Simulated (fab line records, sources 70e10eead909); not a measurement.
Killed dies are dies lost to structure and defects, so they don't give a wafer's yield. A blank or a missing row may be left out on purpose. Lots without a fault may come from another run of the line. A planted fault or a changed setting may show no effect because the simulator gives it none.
A struck lot beside a sound one | flow nand_harc | 11 steps out of a route of 1159
Sound: wafers L569.2, L569.3, L569.6. Struck: wafers L581.1, L581.4, L581.5. The cause comes at the end.
At each step with rows: each side's tool, then ch and its chambers, then its first start. Under that, the readings that differ: sound wafers | struck wafers | difference of the means | sigmas: that difference in standard deviations of wafers without a fault.
alike: readings whose means differ by less than 2 such deviations, and words and numbers that are the same on both sides. not compared: withheld readings, readings that some wafer has no value for, bounds like >300 that may hide the same value, and numbers for which the record gives no deviation and whose values overlap.
The two part at a step that has a row with sigmas, a row that says differs or no value, or rows on one side only. Numbers that don't overlap but have no deviation are shown without sigmas and don't part them. A reading that every wafer of one side lacks parts them only if that side has two wafers or more.

NHARC_A_WL_FILL_INSPECT_15:
  sound on defect_inspect-01, day 17 11:37; struck on defect_inspect-02, day 20 02:55
  alike: raw_defect_count
NHARC_A_CONTACT_DEP_24: deposits SiO2, target thk 500 nm.
  sound on pecvd-02 ch 0,2, day 17 11:41; struck on pecvd-03 ch 0,1, day 20 02:59
  alike: chamber_pressure_Torr, heater_power_outer_w, heater_power_w, throttle_valve_pct
NHARC_A_CONTACT_DEP_28: deposits aC, target thk 3600 nm.
  sound on acl_dep-01 ch 0, day 17 13:43; struck on acl_dep-02 ch 0, day 20 03:35
  alike: throttle_valve_pct
NHARC_A_CONTACT_DEP_29: deposits SiON, target thk 70 nm.
  sound on pecvd-03 ch 0,2, day 17 15:34; struck on pecvd-03 ch 0,1, day 20 05:49
  alike: chamber_pressure_Torr, heater_power_outer_w, heater_power_w
then, 5 steps without rows for these wafers: NHARC_A_CONTACT_DEHYDRATE_32 (time 120 s); NHARC_A_CONTACT_HMDS_33 (time 30 s); NHARC_A_CONTACT_COAT_34 (time 75 s); NHARC_A_CONTACT_COAT_35 (time 65 s); NHARC_A_CONTACT_COAT_36 (resist thk 90 nm).
NHARC_A_CONTACT_SOFTBAKE_37: time 55 s.
  sound on litho_track-01 ch 0, day 17 15:00; struck on litho_track-04 ch 0, day 20 06:00
  reading                  | sound                | struck               | difference | sigmas
  heater_power_total_W (W) | 188.40 188.72 188.68 | 314.56 315.12 314.55 | +126.14    | +99 or more
then, 1 step without rows for these wafers: NHARC_A_CONTACT_EBR_38.

WHERE THEY PART
Only at NHARC_A_CONTACT_SOFTBAKE_37, within this record.

WHY: what the simulator had put in
Process parameter drift: litho_track-04, from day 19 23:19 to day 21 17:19, at NHARC_A_CONTACT_SOFTBAKE_37. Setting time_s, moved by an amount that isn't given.
